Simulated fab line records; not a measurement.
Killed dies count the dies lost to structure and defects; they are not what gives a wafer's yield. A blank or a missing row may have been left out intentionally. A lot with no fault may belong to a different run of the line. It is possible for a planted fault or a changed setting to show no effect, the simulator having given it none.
Which tool was responsible?	flow n5 finfet	72 wafers from 24 lots sampled at 5 of the route's 1938 steps

== WHAT EACH GAUGE READ, for each wafer ==
N5_STI_FIN_REVEAL_THK_MEAS_05. Usual: thk nm reads 132.3 nm (standard deviation 1.1).
lot	measured	on	thk nm (nm)	flag
L074	day 2 09:25	film metro-01	133.0 131.9 132.7	
L075	day 2 17:13	film metro-01	132.1 132.7 132.8	
L076	day 2 21:27	film metro-02	130.9 132.7 130.9	
L077	day 3 03:43	film metro-02	132.0 130.4 132.4	
L078	day 3 09:31	film metro-02	132.4 132.1 131.1	
L079	day 3 14:24	film metro-01	133.9 132.8 132.8	
L080	day 3 21:52	film metro-01	131.3 132.2 130.6	
L081	day 4 02:41	film metro-01	131.7 131.6 132.3	
L082	day 4 09:05	film metro-02	131.0 132.6 131.8	
L083	day 4 16:59	film metro-01	132.0 131.4 132.6	
L084	day 4 22:32	film metro-01	132.4 131.5 130.9	
L085	day 5 05:29	film metro-02	130.8 131.1 133.0	
L086	day 5 11:14	film metro-02	131.6 132.2 132.0	
L087	day 5 15:38	film metro-01	133.2 132.7 133.5	
L088	day 5 23:23	film metro-02	134.3 134.1 135.5	
L089	day 6 04:43	film metro-01	130.3 130.8 131.4	
L090	day 6 10:01	film metro-02	134.1 135.5 133.1	
L091	day 6 14:53	film metro-01	133.3 133.8 132.8	
L092	day 6 21:15	film metro-01	130.5 131.5 131.6	
L093	day 7 04:47	film metro-02	131.1 131.5 131.7	
L094	day 7 09:50	film metro-02	132.7 133.2 131.6	
L095	day 7 15:32	film metro-01	132.5 133.2 133.2	
L096	day 7 21:52	film metro-02	131.7 132.6 131.8	
L097	day 8 03:14	film metro-01	133.4 132.4 132.3	

== WHICH TOOL RAN EACH LOT (tool, then ch and the chambers of the sampled wafers, then the start) ==
lot	N5_FIN_SAQP_ETCH_69	N5_FIN_SAQP_ETCH_67	N5_FIN_SAQP_HM_OPEN_33	N5_STI_FIN_REVEAL_ALD_14
L074	rie diel-03 ch 0,2, day 2 00:28	rie diel-03 ch 0,2, day 2 00:32	rie diel-03 ch 0,1,3, day 2 01:22	ald sin-01 ch 0,3, day 2 04:04
L075	rie diel-01 ch 0,3, day 2 08:02	rie diel-01 ch 0,3, day 2 08:05	rie diel-03 ch 0,3, day 2 09:17	ald sin-01 ch 0,1,3, day 2 11:52
L076	rie diel-01 ch 0,3, day 2 12:53	rie diel-01 ch 0,3, day 2 12:56	rie diel-03 ch 0,2,3, day 2 13:46	ald sin-01 ch 0,1,2, day 2 16:06
L077	rie diel-03 ch 2,3, day 2 19:17	rie diel-03 ch 2,3, day 2 19:21	rie diel-03 ch 0,1,3, day 2 20:10	ald sin-02 ch 0,3, day 2 22:23
L078	rie diel-06 ch 0,2,3, day 3 00:49	rie diel-06 ch 0,2,3, day 3 00:52	rie diel-06 ch 0,2,3, day 3 01:44	ald sin-01 ch 0,1,2, day 3 04:11
L079	rie diel-03 ch 0,1,2, day 3 06:02	rie diel-03 ch 0,1,2, day 3 06:06	rie diel-01 ch 1,2, day 3 06:55	ald sin-02 ch 0,1,2, day 3 08:59
L080	rie diel-03 ch 0,1,3, day 3 13:27	rie diel-03 ch 0,1,3, day 3 13:31	rie diel-03 ch 0,1,3, day 3 14:26	ald sin-01 ch 0,1,3, day 3 16:32
L081	rie diel-03 ch 1,2,3, day 3 18:23	rie diel-03 ch 1,2,3, day 3 18:27	rie diel-01 ch 1,2, day 3 19:16	ald sin-02 ch 0,2,3, day 3 21:20
L082	rie diel-06 ch 0,1,2, day 4 00:48	rie diel-06 ch 0,1,2, day 4 00:52	rie diel-03 ch 1,2, day 4 01:43	ald sin-03 ch 0,3, day 4 03:46
L083	rie diel-03 ch 0,2,3, day 4 08:22	rie diel-03 ch 0,2,3, day 4 08:26	rie diel-01 ch 0,1,2, day 4 09:16	ald sin-01 ch 0,2,3, day 4 11:38
L084	rie diel-03 ch 0,1,3, day 4 13:29	rie diel-03 ch 0,1,3, day 4 13:33	rie diel-03 ch 0,1,2, day 4 15:10	ald sin-03 ch 2,3, day 4 17:13
L085	rie diel-06 ch 1,2, day 4 19:47	rie diel-06 ch 1,2, day 4 19:50	rie diel-06 ch 1,2, day 4 21:35	ald sin-01 ch 0,1,2, day 5 00:09
L086	rie diel-01 ch 0,1,2, day 5 02:50	rie diel-01 ch 0,1,2, day 5 02:53	rie diel-03 ch 0,1,3, day 5 03:49	ald sin-01 ch 0,1,3, day 5 05:54
L087	rie diel-03 ch 0,1,3, day 5 06:40	rie diel-03 ch 0,1,3, day 5 06:43	rie diel-06 ch 1,2,3, day 5 07:32	ald sin-01 ch 1,2,3, day 5 10:17
L088	rie diel-03 ch 0,1,3, day 5 14:41	rie diel-03 ch 0,1,3, day 5 14:45	rie diel-03 ch 0,2,3, day 5 16:05	ald sin-02 ch 1,2,3, day 5 18:03
L089	rie diel-03 ch 0,1, day 5 19:57	rie diel-03 ch 0,1, day 5 20:01	rie diel-06 ch 0,1,3, day 5 20:51	ald sin-02 ch 0,2, day 5 23:22
L090	rie diel-03 ch 0,1, day 6 01:35	rie diel-03 ch 0,1, day 6 01:39	rie diel-03 ch 1,2, day 6 02:36	ald sin-03 ch 0,1,2, day 6 04:40
L091	rie diel-06 ch 0,1,2, day 6 06:37	rie diel-06 ch 0,1,2, day 6 06:41	rie diel-01 ch 0,2, day 6 07:31	ald sin-03 ch 0,1, day 6 09:33
L092	rie diel-03 ch 1,2, day 6 12:52	rie diel-03 ch 1,2, day 6 12:55	rie diel-06 ch 1,3, day 6 13:44	ald sin-01 ch 2,3, day 6 15:54
L093	rie diel-03 ch 0,2,3, day 6 19:25	rie diel-03 ch 0,2,3, day 6 19:29	rie diel-03 ch 0,1,3, day 6 20:44	ald sin-02 ch 0,1,3, day 6 23:26
L094	rie diel-01 ch 0,1,3, day 7 01:25	rie diel-01 ch 0,1,3, day 7 01:29	rie diel-03 ch 0,1,3, day 7 02:21	ald sin-02 ch 0,1,3, day 7 04:31
L095	rie diel-03 ch 1,2,3, day 7 07:22	rie diel-03 ch 1,2,3, day 7 07:25	rie diel-06 ch 0,2,3, day 7 08:14	ald sin-02 ch 0,2, day 7 10:13
L096	rie diel-03 ch 0,1,2, day 7 13:26	rie diel-03 ch 0,1,2, day 7 13:29	rie diel-01 ch 0,3, day 7 14:26	ald sin-02 ch 2,3, day 7 16:32
L097	rie diel-03 ch 0,1,2, day 7 18:37	rie diel-03 ch 0,1,2, day 7 18:41	rie diel-06 ch 0,3, day 7 19:30	ald sin-03 ch 1,3, day 7 21:53
- N5_FIN_SAQP_ETCH_69: etches SOC in N2/H2, stops on SiNx, target depth 150 nm.
- N5_FIN_SAQP_ETCH_67: etches SiNx in CH3F/O2, target depth 30 nm.
- N5_FIN_SAQP_HM_OPEN_33: chemistry CH3F/O2, target SiNx, target depth 49.4 nm, time 70.6 s.
- N5_STI_FIN_REVEAL_ALD_14: deposits Si3N4, target thk 3 nm.

== AS READ BY THE TOOLS THEMSELVES (means over the sampled wafers that have a number; for cases with no such wafer, the mark the record gives instead) ==
N5_FIN_SAQP_ETCH_69. Usual: drypump motor current A 5.6 A, standard deviation 0.53; n2 flow sccm 199.9 sccm, standard deviation 0.55; oes product au 0.77 a.u., standard deviation 0.079; rf vpp V 240.7 V, standard deviation 1.3; showerhead plenum p Torr 2.54 Torr, standard deviation 0.092; throttle valve pct 17.82 %, standard deviation 0.28.
lot	tool	drypump motor current A (A)	n2 flow sccm (sccm)	oes product au (a.u.)	rf vpp V (V)	showerhead plenum p Torr (Torr)	throttle valve pct (%)	flag
L074	rie diel-03	6.1	200.1	0.74	240.9	2.58	17.97	
L075	rie diel-01	5.9	200.2	0.83	240.7	2.59	17.71	
L076	rie diel-01	6.2	199.8	0.89	241.9	2.66	17.57	
L077	rie diel-03	5.8	200.6	0.72	239.1	2.49	17.94	
L078	rie diel-06	5.1	200.2	0.82	240.8	2.54	17.88	
L079	rie diel-03	5.6	199.6	0.77	240.7	2.51	17.76	
L080	rie diel-03	5.7	200.0	0.75	242.0	2.57	17.80	
L081	rie diel-03	5.5	199.7	0.75	241.1	2.50	17.75	
L082	rie diel-06	5.2	199.6	0.80	240.8	2.57	17.90	
L083	rie diel-03	6.0	200.4	0.71	239.8	2.56	18.01	
L084	rie diel-03	5.6	199.8	0.74	240.6	2.57	17.81	
L085	rie diel-06	5.3	200.5	0.82	241.8	2.53	17.75	
L086	rie diel-01	5.5	200.2	0.74	241.3	2.57	18.02	
L087	rie diel-03	5.6	199.7	0.73	241.5	2.56	17.82	
L088	rie diel-03	5.7	199.8	0.73	240.7	2.56	17.82	
L089	rie diel-03	5.3	199.4	0.78	240.6	2.52	17.59	
L090	rie diel-03	5.3	199.7	0.78	240.9	2.52	17.60	
L091	rie diel-06	5.2	200.5	0.78	240.3	2.56	17.94	
L092	rie diel-03	5.1	199.7	0.78	240.1	2.45	17.56	
L093	rie diel-03	6.0	200.0	0.80	241.1	2.55	17.91	
L094	rie diel-01	5.9	200.1	0.76	240.3	2.57	17.82	
L095	rie diel-03	5.5	200.5	0.82	240.5	2.49	17.66	
L096	rie diel-03	5.6	200.1	0.73	240.2	2.50	17.81	
L097	rie diel-03	5.7	199.9	0.73	240.0	2.50	17.82	

N5_FIN_SAQP_ETCH_67. Usual: drypump motor current A 5.6 A, standard deviation 0.53; oes product au 0.78 a.u., standard deviation 0.08; rf vpp V 298.4 V, standard deviation 2.8; showerhead plenum p Torr 2.00 Torr, standard deviation 0.067; throttle valve pct 16.37 %, standard deviation 0.25.
lot	tool	drypump motor current A (A)	oes product au (a.u.)	rf vpp V (V)	showerhead plenum p Torr (Torr)	throttle valve pct (%)	flag
L074	rie diel-03	6.1	0.75	298.5	2.02	16.48	
L075	rie diel-01	5.9	0.83	299.5	2.04	16.29	
L076	rie diel-01	6.2	0.90	301.4	2.08	16.11	
L077	rie diel-03	5.8	0.73	298.3	1.97	16.55	
L078	rie diel-06	5.1	0.83	298.1	1.99	16.23	
L079	rie diel-03	5.6	0.78	298.6	1.98	16.32	
L080	rie diel-03	5.6	0.76	298.7	2.03	16.38	
L081	rie diel-03	5.5	0.76	297.7	1.98	16.38	
L082	rie diel-06	5.2	0.81	298.1	2.02	16.39	
L083	rie diel-03	6.0	0.71	299.2	2.01	16.57	
L084	rie diel-03	5.7	0.75	299.1	2.03	16.39	
L085	rie diel-06	5.3	0.83	302.1	2.01	16.34	
L086	rie diel-01	5.5	0.74	294.7	2.02	16.55	
L087	rie diel-03	5.6	0.74	298.1	2.02	16.40	
L088	rie diel-03	5.6	0.74	299.4	2.02	16.40	
L089	rie diel-03	5.3	0.78	298.1	1.99	16.19	
L090	rie diel-03	5.3	0.78	297.2	1.99	16.20	
L091	rie diel-06	5.2	0.79	297.4	2.01	16.42	
L092	rie diel-03	5.1	0.78	298.2	1.94	16.21	
L093	rie diel-03	5.9	0.81	298.9	2.01	16.46	
L094	rie diel-01	6.0	0.76	297.4	2.02	16.37	
L095	rie diel-03	5.5	0.83	298.6	1.97	16.29	
L096	rie diel-03	5.6	0.74	297.9	1.97	16.39	
L097	rie diel-03	5.6	0.74	298.1	1.97	16.40	

N5_FIN_SAQP_HM_OPEN_33. Usual: drypump motor current A 5.5 A, standard deviation 0.51; etch rf on time s 69.3 s, standard deviation 1.5; oes product au 0.67 a.u., standard deviation 0.062; rf vpp V 298 V, standard deviation 3.5; showerhead plenum p Torr 2.01 Torr, standard deviation 0.066; throttle valve pct 16.34 %, standard deviation 0.25.
lot	tool	drypump motor current A (A)	etch rf on time s (s)	oes product au (a.u.)	rf vpp V (V)	showerhead plenum p Torr (Torr)	throttle valve pct (%)	flag
L074	rie diel-03	5.6	70.3	0.66	299	2.03	16.33	
L075	rie diel-03	6.1	68.8	0.62	298	2.07	16.52	
L076	rie diel-03	5.9	69.5	0.62	299	2.02	16.52	
L077	rie diel-03	5.6	68.5	0.65	298	2.03	16.35	
L078	rie diel-06	5.1	68.6	0.72	299	1.99	16.22	
L079	rie diel-01	5.5	71.0	0.63	292	2.03	16.51	
L080	rie diel-03	5.6	69.7	0.65	298	2.03	16.36	
L081	rie diel-01	5.3	68.6	0.66	292	2.07	16.54	
L082	rie diel-03	5.5	69.8	0.66	298	1.93	16.34	
L083	rie diel-01	5.5	71.2	0.64	294	2.02	16.52	
L084	rie diel-03	5.6	67.6	0.66	298	1.98	16.33	
L085	rie diel-06	5.3	69.4	0.72	303	1.97	16.33	
L086	rie diel-03	5.6	69.0	0.63	298	2.02	16.39	
L087	rie diel-06	5.2	69.0	0.72	302	1.97	16.18	
L088	rie diel-03	6.0	70.7	0.60	299	2.01	16.56	
L089	rie diel-06	5.1	68.9	0.68	298	2.01	16.25	
L090	rie diel-03	5.5	69.7	0.64	298	1.93	16.36	
L091	rie diel-01	5.5	69.5	0.65	297	2.02	16.54	
L092	rie diel-06	5.2	68.7	0.70	303	2.00	16.19	
L093	rie diel-03	5.6	69.2	0.72	298	2.02	16.25	
L094	rie diel-03	5.6	68.5	0.71	298	2.02	16.26	
L095	rie diel-06	5.1	68.8	0.68	297	1.97	16.29	
L096	rie diel-01	6.2	69.4	0.70	301	2.07	16.16	
L097	rie diel-06	5.0	69.2	0.68	297	1.97	16.14	

N5_STI_FIN_REVEAL_ALD_14. Usual: heater power w reads 878 W (standard deviation 110).
lot	tool	heater power w (W)	flag
L074	ald sin-01	799	
L075	ald sin-01	841	
L076	ald sin-01	908	
L077	ald sin-02	993	
L078	ald sin-01	904	
L079	ald sin-02	772	
L080	ald sin-01	843	
L081	ald sin-02	894	
L082	ald sin-03	840	
L083	ald sin-01	895	
L084	ald sin-03	886	
L085	ald sin-01	892	
L086	ald sin-01	842	
L087	ald sin-01	935	
L088	ald sin-02	850	
L089	ald sin-02	839	
L090	ald sin-03	864	
L091	ald sin-03	835	
L092	ald sin-01	932	
L093	ald sin-02	884	
L094	ald sin-02	876	
L095	ald sin-02	838	
L096	ald sin-02	980	
L097	ald sin-03	849	

== THE ANSWER, worked out from the rows above alone ==
Rule: a lot is off if the mean of its wafers that have a number lies more than 3 standard deviations from the usual mean. A lot without any number at a reading at which 4 lots or more have one is off too. All remaining lots with rows at the step are treated as sound. First the gauges in route order, then the tools' own readings, where a lot's mean is used as printed above. At the first step where some lot is off, the reading lying furthest off is the one used; lots without a number count as furthest.
None of the lots is off at any reading shown; this tells nothing.

== WHAT HAD BEEN PUT IN BY THE SIMULATOR ==
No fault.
